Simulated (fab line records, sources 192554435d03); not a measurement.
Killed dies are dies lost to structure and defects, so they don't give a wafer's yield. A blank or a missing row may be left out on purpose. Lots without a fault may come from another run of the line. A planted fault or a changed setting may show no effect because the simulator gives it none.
Split-lot experiment | flow n5_finfet | 7 lots, 21 wafers read, on a route of 1938 steps

THE SPLIT
At N5_BEOL_M12_SPUTTER_44 (material Ta, target thk 10 nm, time 16.13 s), the setting power_w was moved away from the recipe's 15000 W on 6 of the 21 wafers read, by -17.3% to +16.3%. The other wafers ran this setting at the recipe's value.

The reading is taken at the split's own step.

THE READING
Ta_of_BEOL_M12_SPUTTER_44.thk_nm (the simulator's own value, which no gauge read), in nm, at N5_BEOL_M12_SPUTTER_44 (material Ta, target thk 10 nm, time 16.13 s). The file gives no usual value for it. The 15 wafers here that ran the recipe average 10.1 nm, standard deviation 0.19 nm.

wafer  | tool, chamber at the split | power_w as run, W | against the recipe | Ta_of_BEOL_M12_SPUTTER_44.thk_nm, nm | against lot-mates on the recipe
L075.1 | pvd_sputter-03, -          | 17440             | +16.3%             | 11.6                                 | +1.6
L075.2 | pvd_sputter-03, -          | 17440             | +16.3%             | 11.6                                 | +1.6
L075.6 | pvd_sputter-03, -          | 15000             | recipe             | 10                                   | -
L081.1 | pvd_sputter-02, -          | 15000             | recipe             | 10.2                                 | -
L081.6 | pvd_sputter-02, -          | 15000             | recipe             | 10.2                                 | -
L081.3 | pvd_sputter-02, -          | 15000             | recipe             | 10                                   | -
L082.1 | pvd_sputter-02, -          | 15000             | recipe             | 10                                   | -
L082.3 | pvd_sputter-02, -          | 15000             | recipe             | 10                                   | -
L082.5 | pvd_sputter-02, -          | 12730             | -15.1%             | 8.6                                  | -1.4
L084.2 | pvd_sputter-01, -          | 15000             | recipe             | 10                                   | -
L084.6 | pvd_sputter-01, -          | 15000             | recipe             | 10                                   | -
L084.5 | pvd_sputter-01, -          | 15000             | recipe             | 9.8                                  | -
L083.2 | pvd_sputter-01, -          | 14120             | -5.9%              | 9.6                                  | -0.4
L083.4 | pvd_sputter-01, -          | 15000             | recipe             | 10.2                                 | -
L083.6 | pvd_sputter-01, -          | 15000             | recipe             | 9.8                                  | -
L087.3 | pvd_sputter-03, -          | 15000             | recipe             | 10                                   | -
L087.4 | pvd_sputter-03, -          | 13850             | -7.7%              | 9                                    | -0.9
L087.5 | pvd_sputter-03, -          | 15000             | recipe             | 9.8                                  | -
L089.1 | pvd_sputter-02, -          | 15000             | recipe             | 10.4                                 | -
L089.6 | pvd_sputter-02, -          | 15000             | recipe             | 10.4                                 | -
L089.5 | pvd_sputter-02, -          | 12410             | -17.3%             | 8.4                                  | -2.0

THE FIT
A straight line over all 21 wafers: Ta_of_BEOL_M12_SPUTTER_44.thk_nm changes by +0.097 nm for each +1% of power_w; r = +0.97; the points scatter about the line by 0.18 nm.
The same after taking each lot's own level away (the mean of its wafers on the recipe; 21 wafers): +0.102 nm for each +1%; r = +0.99; scatter 0.12 nm.
On that fit, the largest move of power_w shifts the reading by 1.8 nm.
The lots' own levels span 9.90 to 10.40 nm, that is 2.7 times the standard deviation above.
So the lot-to-lot level changes the slope little: the two slopes agree.
Check: with one of the wafers moved furthest among these (-17.3%) left out of the fit, the line predicts -1.67 nm for it against its lot-mates. It came out at -2 nm against them.

OTHER SPLITS ON THESE WAFERS
These wafers also went through other splits before the reading. Each is held against what the fit with the lots' levels taken away leaves over:
other split on the same wafers   | wafers away from the commonest value | r with Ta_of_BEOL_M12_SPUTTER_44.thk_nm (lot level and that fit taken away)
N5_BEOL_M9_COAT_05 spin_rpm      | 8                                    | +0.10
N5_BEOL_M10_DEP_56 time_s        | 7                                    | +0.19
N5_BEOL_M12_COAT_04 spin_rpm     | 8                                    | +0.00
N5_BEOL_M12_ETCH_59 h2_flow_sccm | 9                                    | +0.18

THE FILE'S OWN FIT
Ta_of_BEOL_M12_SPUTTER_44.thk_nm changes by +0.103 nm for each +1% of power_w, r = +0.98.
